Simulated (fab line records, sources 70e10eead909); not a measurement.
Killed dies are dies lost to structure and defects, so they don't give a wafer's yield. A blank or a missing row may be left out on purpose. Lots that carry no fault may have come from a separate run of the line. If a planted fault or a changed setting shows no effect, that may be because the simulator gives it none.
What tool caused it? | flow nand_harc | 39 wafers from 13 lots sampled at 5 of the route's 1302 steps

WHAT THE GAUGES READ, wafer by wafer
NHARC_THIN_TSV_THK_MEAS_02: measures by ir. Usual: thk_nm at 3033 nm, with a standard deviation of 200.
lot  | measured     | on            | thk_nm (nm)    | flag
L902 | day 23 16:41 | film_metro-01 | 2641 2985 2925 |
L904 | day 24 07:45 | film_metro-01 | 3024 2871 2871 |
L906 | day 25 13:04 | film_metro-02 | 3240 2960 2994 |
L907 | day 26 09:17 | film_metro-02 | 2673 2889 2778 |
L908 | day 26 21:11 | film_metro-02 | 3283 3191 2978 |
L909 | day 27 03:06 | film_metro-01 | 2954 2890 3002 |
L911 | day 27 22:34 | film_metro-01 | 3392 3058 2954 |
L914 | day 28 14:17 | film_metro-02 | 2947 3246 3122 |
L913 | day 28 11:10 | film_metro-02 | 2688 2872 2733 |
L912 | day 28 03:17 | film_metro-01 | 3107 2948 3298 |
L917 | day 29 19:55 | film_metro-01 | 3203 3207 2916 |
L923 | day 32 18:06 | film_metro-02 | 3209 3054 3336 |
L925 | day 33 07:26 | film_metro-02 | 3185 3117 3228 |

NHARC_THIN_TSV_CD_MEAS_37. Usual: cd_nm at 5000.3 nm, with a standard deviation of 2.5.
lot  | measured     | on        | cd_nm (nm)           | flag
L902 | day 24 01:07 | cd_sem-01 | 4998.7 5003.7 5001.4 |
L904 | day 24 16:16 | cd_sem-02 | 4999.9 4997.5 4997.5 |
L906 | day 25 21:24 | cd_sem-02 | 5003.0 5001.8 5001.1 |
L907 | day 26 17:35 | cd_sem-01 | 4994.4 4997.2 4999.1 |
L908 | day 27 06:06 | cd_sem-01 | 4996.3 4999.6 4998.5 |
L909 | day 27 11:30 | cd_sem-02 | 5000.4 5002.9 4999.9 |
L911 | day 28 06:43 | cd_sem-03 | 4999.9 4996.0 4998.5 |
L914 | day 28 22:44 | cd_sem-02 | 4999.1 5001.7 4994.9 |
L913 | day 28 19:20 | cd_sem-03 | 5001.6 4999.2 4999.3 |
L912 | day 28 11:27 | cd_sem-03 | 5001.0 5001.5 5000.1 |
L917 | day 30 04:59 | cd_sem-01 | 4999.5 5002.1 4996.5 |
L923 | day 33 02:30 | cd_sem-01 | 5006.1 5006.6 5002.5 |
L925 | day 33 15:59 | cd_sem-03 | 5004.6 5003.9 5002.0 |

NHARC_END_SORT_01. Usual: killed_at_array 57, standard deviation 20; killed_at_other 1.0, standard deviation 1.5; killed_at_periphery 3.5, standard deviation 2.5; killed_dies 62, standard deviation 21; killed_open 3.5, standard deviation 1.9; killed_short 2.4, standard deviation 1.6.
lot  | measured     | on        | killed_at_array | killed_at_other | killed_at_periphery | killed_dies | killed_open | killed_short | flag
L912 | day 28 19:53 | prober-01 | 52 45           | 0 1             | 2 4                 | 54 50       | 3 6         | 1 3          |
L917 | day 30 15:40 | prober-02 | 107 108 114     | 0 0 0           | 448 446 443         | 555 554 557 | 1 2 1       | 0 0 2        | OFF

TOOL THAT RAN EACH LOT (tool first, then ch and the chambers of the sampled wafers, then the start)
lot  | NHARC_A_STAIRCASE_STRIP_255         | NHARC_THIN_TSV_PVD_19
L902 | wet_bench-05 ch 0,2,4, day 15 21:25 | pvd_sputter-02, day 24 01:07 or earlier
L904 | wet_bench-05 ch 4,6,7, day 16 16:56 | pvd_sputter-02, day 24 16:16 or earlier
L906 | wet_bench-09 ch 2,3,4, day 17 19:47 | pvd_sputter-02, day 25 21:24 or earlier
L907 | wet_bench-03 ch 0,4,5, day 18 18:32 | pvd_sputter-03, day 26 17:35 or earlier
L908 | wet_bench-09 ch 3,4,6, day 18 19:52 | pvd_sputter-03, day 27 06:06 or earlier
L909 | wet_bench-09 ch 0,1,2, day 19 19:44 | pvd_sputter-03, day 27 11:30 or earlier
L911 | wet_bench-09 ch 1,4,7, day 20 08:56 | pvd_sputter-03, day 28 06:43 or earlier
L914 | wet_bench-05 ch 0,5,7, day 20 17:55 | pvd_sputter-02, day 28 22:44 or earlier
L913 | wet_bench-05 ch 2,3,5, day 20 19:59 | pvd_sputter-02, day 28 19:20 or earlier
L912 | wet_bench-05 ch 0,1,7, day 20 22:54 | pvd_sputter-03, day 28 11:27 or earlier
L917 | wet_bench-05 ch 0,3,6, day 22 18:40 | pvd_sputter-03, day 30 04:59 or earlier
L923 | wet_bench-03 ch 0,1,2, day 25 09:44 | pvd_sputter-03, day 33 02:30 or earlier
L925 | wet_bench-09 ch 0,1,7, day 25 18:04 | pvd_sputter-02, day 33 15:59 or earlier
- NHARC_A_STAIRCASE_STRIP_255: strips in SPM, time 900 s.
- NHARC_THIN_TSV_PVD_19: deposits TaN, target thk 20 nm.

WHAT THE TOOLS THEMSELVES READ (means of the sampled wafers that have a number; where no wafer has one, the mark that the record gives instead)
NHARC_A_STAIRCASE_STRIP_255. Usual: bath_guard_temp_C 130.1 C, standard deviation 0.58; temp_c 129.99 C, standard deviation 0.13.
lot  | tool         | bath_guard_temp_C (C) | temp_c (C) | flag
L902 | wet_bench-05 | 130.1                 | 130.07     |
L904 | wet_bench-05 | 129.7                 | 129.93     |
L906 | wet_bench-09 | 129.8                 | 130.00     |
L907 | wet_bench-03 | 129.7                 | 129.99     |
L908 | wet_bench-09 | 130.1                 | 130.09     |
L909 | wet_bench-09 | 130.3                 | 129.88     |
L911 | wet_bench-09 | 130.8                 | 130.16     |
L914 | wet_bench-05 | 129.6                 | 129.98     |
L913 | wet_bench-05 | 129.8                 | 129.96     |
L912 | wet_bench-05 | 129.9                 | 130.06     |
L917 | wet_bench-05 | 130.1                 | 130.04     |
L923 | wet_bench-03 | 130.6                 | 130.05     |
L925 | wet_bench-09 | 130.4                 | 130.06     |

NHARC_THIN_TSV_PVD_19. Usual: throttle_valve_pct at 29.6 %, with a standard deviation of 0.79.
lot  | tool           | throttle_valve_pct (%) | flag
L902 | pvd_sputter-02 | 29.2                   |
L904 | pvd_sputter-02 | 28.9                   |
L906 | pvd_sputter-02 | 29.9                   |
L907 | pvd_sputter-03 | 29.7                   |
L908 | pvd_sputter-03 | 29.8                   |
L909 | pvd_sputter-03 | 29.8                   |
L911 | pvd_sputter-03 | 29.7                   |
L914 | pvd_sputter-02 | 30.0                   |
L913 | pvd_sputter-02 | 29.0                   |
L912 | pvd_sputter-03 | 29.9                   |
L917 | pvd_sputter-03 | 29.9                   |
L923 | pvd_sputter-03 | 29.8                   |
L925 | pvd_sputter-02 | 29.1                   |

THE ANSWER, worked out from the rows above alone
Rule: a lot counts as off when the mean over its wafers that have a number is more than 3 standard deviations away from the usual mean. Also off: a lot with no number at a reading for which 4 or more lots have one. Where the step has rows for the other lots, those lots are counted as sound. Order of review: gauges by route order, followed by the tools' own readings, for which a lot's mean as printed above is used. The first step at which some lot is off is used, and at that step the reading that is off furthest; a lot without a number counts as furthest.
Off at NHARC_END_SORT_01 (killed_at_periphery): L917. Neither off nor sound, because the step has no rows for them: L902, L904, L906, L907, L908, L909, L911, L914, L913, L923, L925.
If a tool, at a process step before that reading, ran all the lots that are off and no sound lot after the first of them, it fits. Gauges at NHARC_END_SORT_01: tried the same way as those tools. NHARC_THIN_TSV_PVD_19 gives no start for some lots, so the hours and the order of its lots are those of NHARC_THIN_TSV_CD_MEAS_37. Can't be told from this: 3 tools fit, wet_bench-05 at NHARC_A_STAIRCASE_STRIP_255, pvd_sputter-03 at NHARC_THIN_TSV_PVD_19, prober-02 at NHARC_END_SORT_01.

WHAT THE SIMULATOR HAD INSERTED
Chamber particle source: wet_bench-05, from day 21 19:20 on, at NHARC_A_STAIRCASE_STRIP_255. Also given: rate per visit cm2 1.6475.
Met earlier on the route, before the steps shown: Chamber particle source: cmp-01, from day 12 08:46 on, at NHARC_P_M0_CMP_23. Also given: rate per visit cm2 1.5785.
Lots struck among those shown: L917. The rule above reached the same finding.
